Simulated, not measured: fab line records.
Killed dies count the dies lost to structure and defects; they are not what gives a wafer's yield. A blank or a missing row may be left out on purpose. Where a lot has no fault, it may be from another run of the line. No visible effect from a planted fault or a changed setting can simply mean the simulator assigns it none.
Which tool was responsible? | flow n5 finfet | 9 lots, 27 wafers sampled, at 5 steps of a route of 1938

## WHAT EACH GAUGE READ, for each wafer
N5_BEOL_M4_RC_MEAS_101.
lot  | measured     | on        | IOFF_P_LIN (nA/um)
L232 | day 9 20:14  | prober-01 | 0.102 0.096 0.103
L233 | day 10 05:55 | prober-01 | 0.099 0.099 0.106
L234 | day 11 08:37 | prober-01 | 0.104 0.116 0.100
L236 | day 11 00:52 | prober-01 | 24.644 21.152 22.742
L237 | day 11 09:40 | prober-02 | 16.672 16.445 18.302
L238 | day 11 09:52 | prober-01 | 23.987 24.411 21.019
L244 | day 13 01:27 | prober-01 | 0.101 0.106 0.100
L246 | day 13 07:12 | prober-02 | 0.128 0.134 0.107
L247 | day 14 00:20 | prober-01 | 0.107 0.104 0.120

## WHICH TOOL RAN EACH LOT (tool, then ch and the chambers of the sampled wafers, then the start)
lot  | N5_SDB_DESCUM_16                  | N5_SDB_STRIP_22                     | N5_DUMMY_REMOVAL_STRIP_10         | N5_HKMG_FIN_ALD_75
L232 | rie diel-02 ch 0,1, day 5 23:11   | plasma asher-01 ch 0,1, day 5 23:29 | rie diel-01 ch 1,2, day 6 03:23   | ald hk-01 ch 0,2,3, day 6 04:31
L233 | rie diel-02 ch 1,2,3, day 6 07:50 | plasma asher-01 ch 0,1, day 6 08:08 | rie diel-03 ch 1,2,3, day 6 11:46 | ald hk-03 ch 1,3, day 6 12:48
L234 | rie diel-05 ch 0,1,3, day 6 16:10 | plasma asher-02 ch 0,1, day 6 16:28 | rie diel-03 ch 2,3, day 6 20:24   | ald hk-03 ch 0,1,2, day 6 21:43
L236 | rie diel-05 ch 0,1,2, day 6 23:28 | plasma asher-02 ch 0,1, day 6 23:46 | rie diel-01 ch 0,1,3, day 7 03:35 | ald hk-01 ch 0,2,3, day 7 04:47
L237 | rie diel-05 ch 0,2, day 7 03:59   | plasma asher-02 ch 0,1, day 7 04:17 | rie diel-06 ch 1,2, day 7 07:54   | ald hk-03 ch 0,1,2, day 7 09:05
L238 | rie diel-02 ch 1,2,3, day 7 07:44 | plasma asher-02 ch 0,1, day 7 08:02 | rie diel-01 ch 0,1,3, day 7 11:57 | ald hk-02 ch 0,1,3, day 7 13:08
L244 | rie diel-02 ch 1,2, day 8 18:29   | plasma asher-01 ch 0,1, day 8 18:50 | rie diel-06 ch 2,3, day 8 22:51   | ald hk-03 ch 0,1,3, day 8 23:56
L246 | rie diel-05 ch 1,2,3, day 9 03:20 | plasma asher-02 ch 0,1, day 9 03:38 | rie diel-01 ch 0,1,2, day 9 07:14 | ald hk-01 ch 1,2,3, day 9 08:14
L247 | rie diel-02 ch 0,1,3, day 9 11:58 | plasma asher-02 ch 0,1, day 9 12:19 | rie diel-06 ch 0,2,3, day 9 16:01 | ald hk-03 ch 0,1, day 9 17:04
- N5_SDB_DESCUM_16: chemistry O2, time 7.9 s.
- N5_SDB_STRIP_22: strips in N2/H2.
- N5_DUMMY_REMOVAL_STRIP_10: strips in N2/H2, time 40 s.
- N5_HKMG_FIN_ALD_75: deposits Al2O3, target thk 1 nm, co reactant pulse time 1 s.

## THE ANSWER, worked out from the rows above alone
Rule: the lots themselves supply what counts as usual. Put in order of their means at a reading, lots are off if they are a third of the lots or fewer, leave a main group of 4 or more, and stand apart from it by a gap of 3 or more times the standard deviation of the main group's means; of several such gaps the widest counts. Not used: any main group whose means are identical at the precision the tables above print for the reading. A lot without any number at a reading at which 4 lots or more have one is off too. Where the step has rows for the other lots, those lots are counted as sound.
Off: L236, L237, L238, seen at N5_BEOL_M4_RC_MEAS_101 (IOFF_P_LIN). Main group: mean 0.107 nA/um, sd 0.0078.
A tool fits if, at a process step before that reading, it ran every lot that is off, and no sound lot after the first of them. Gauges at N5_BEOL_M4_RC_MEAS_101: tried the same way as those tools. Of those tried, none fits.

## WHAT THE SIMULATOR PUT IN
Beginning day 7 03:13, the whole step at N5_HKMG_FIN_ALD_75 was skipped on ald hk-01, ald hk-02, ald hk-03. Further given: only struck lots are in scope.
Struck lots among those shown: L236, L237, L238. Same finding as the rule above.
